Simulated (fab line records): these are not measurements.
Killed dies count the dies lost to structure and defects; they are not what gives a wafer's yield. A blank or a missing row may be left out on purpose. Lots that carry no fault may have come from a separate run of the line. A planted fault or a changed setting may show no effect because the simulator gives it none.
A struck lot beside a sound one | flow n5Finfet | 35 steps out of a route of 1938
Sound: the wafers L857.2, L857.4, L857.6. Struck: wafers L860.2, L860.3, L860.4. The cause is named last.
Per side, at each step with rows, come the tool, then ch with its chambers, and then its first start. Under that, the readings that differ: sound wafers | struck wafers | difference of the means | sigmas: that difference in standard deviations of wafers without a fault.
alike: same words and numbers on both sides, and readings whose means sit less than 2 such deviations apart. not compared: any withheld reading, any reading some wafer has no value for, any bound like >300 that may hide the same value, and any number with overlapping values for which the record gives no deviation.
The two part at a step that has a row with sigmas, a row that says differs or no value, or rows on one side only. Numbers that don't overlap but have no deviation are shown without sigmas and don't part them. Lack of a reading on every wafer of one side parts them only where that side has two or more wafers.

first, 9 steps without rows for these wafers: N5_STI_FIN_REVEAL_SRD_21 (time 30 s); N5_STI_FIN_REVEAL_OXIDATION_33 (chemistry O2 PLASMA REMOTE, time 20 s); N5_STI_FIN_REVEAL_CLEAN_19 (cleans in O3/DIW, time 120 s); N5_STI_FIN_REVEAL_SRD_23 (time 30 s); N5_STI_FIN_REVEAL_PRECLEAN_18 (cleans in SC2, time 45 s); N5_STI_FIN_REVEAL_SRD_28 (time 30 s); N5_DUMMY_GATE_PRECLEAN_00 (cleans in O3/DIW, time 60 s); N5_DUMMY_GATE_SRD_01 (time 30 s); N5_DUMMY_GATE_ALD_02 (deposits SiO2, target thk 2 nm, pulse time 1 s).
N5_DUMMY_GATE_CVD_03: deposits a-Si from SiH4, target thk 150 nm, time 8042 s.
  sound on lpcvd-01 ch 0/20,0/29,0/39, day 2 21:01; struck on lpcvd-01 ch 1/20,1/25,1/29, day 3 12:55
then, 24 steps without rows for these wafers: N5_DUMMY_GATE_PRECLEAN_46 (cleans in DIW, time 89.5 s); N5_DUMMY_GATE_SRD_47 (dry time 32 s); N5_DUMMY_GATE_CMP_04 (polishes a-Si); N5_DUMMY_GATE_HM_DEP_06 (deposits SiNx from DCS/NH3, target thk 80 nm, time 5141 s); N5_DUMMY_GATE_PECVD_30 (deposits SiO2 from TEOS/O2, target thk 55 nm, time 10.8 s); N5_DUMMY_GATE_COAT_34 (time 60 s, resist thk 60 nm); N5_DUMMY_GATE_COAT_35 (time 60 s, resist thk 10 nm); N5_DUMMY_GATE_COAT_28 (time 60 s, resist thk 10 nm); N5_DUMMY_GATE_COAT_09 (resist thk 30 nm); N5_DUMMY_GATE_EBR_11; N5_DUMMY_GATE_SOFTBAKE_10 (time 60 s); N5_DUMMY_GATE_EXPOSE_12 (exposes mask GATE, target cd 25 nm); N5_DUMMY_GATE_PEB_13 (peb time 60 s); N5_DUMMY_GATE_DEVELOP_14 (develop time 30 s); N5_DUMMY_GATE_DESCUM_20 (chemistry O2, time 6.2 s); N5_DUMMY_GATE_ETCH_29 (etches underlayer in N2/H2, target depth 13 nm); N5_DUMMY_GATE_ETCH_36 (etches SiARC in CF4, target depth 13 nm); N5_DUMMY_GATE_ETCH_37 (etches SOC in N2/H2, target depth 60 nm, overetch 30 nm); N5_DUMMY_GATE_STRIP_38 (strips in N2/H2); N5_DUMMY_GATE_STRIP_39 (strips in N2/H2); N5_DUMMY_GATE_TRIM_49 (chemistry O2, time 29 s, target cd 14 nm); N5_DUMMY_GATE_STRIP_40 (strips in CF4); N5_DUMMY_GATE_ETCH_31 (etches SiO2 in C4F6/O2, target depth 82.5 nm, time 27.5 s); N5_DUMMY_GATE_STRIP_41 (strips in O2).
-- a jump in the record: the struck wafers' starts before and after are 10 days apart (it breaks off in module DUMMY_GATE and resumes in module PASSIVATION, where the first step shown is number 1936 of the route) --
N5_PASSIVATION_PROBE_49:
  struck on prober-01, day 13 11:28; sound on prober-01, day 12 10:43
reading                 | sound          | struck         | difference | sigmas
defectLimitedYield (%)  | 90.4 93.9 93.1 | 84.1 82.8 85.1 | -8.5       | -6
killed_at_M4_up         | 12 7 10        | 14 22 26       | +11        | +2
killedAtFrontEnd        | 30 30 32       | 113 121 119    | +87        | +8
killedDies              | 113 72 81      | 188 203 176    | +100       | +6
killedOnRim             | 16 5 6         | 26 28 21       | +16        | +4
sort_bin_5_function (%) | 6.1 3.6 4.1    | 9.9 10.0 8.8   | +5.0       | +5
sortNPass               | 1067 1108 1099 | 992 977 1004   | -100       | -6
sortYieldPct (%)        | 90.4 93.9 93.1 | 84.1 82.8 85.1 | -8.5       | -6
  alike: killed_at_M0_to_M3, killedAtContacts, killedAtOther, killedOpen, killedShort, sort_bin_6_memory

== WHERE THEY PART ==
At N5_PASSIVATION_PROBE_49 and nowhere else, as far as this record goes.

WHY: what had been put in by the simulator
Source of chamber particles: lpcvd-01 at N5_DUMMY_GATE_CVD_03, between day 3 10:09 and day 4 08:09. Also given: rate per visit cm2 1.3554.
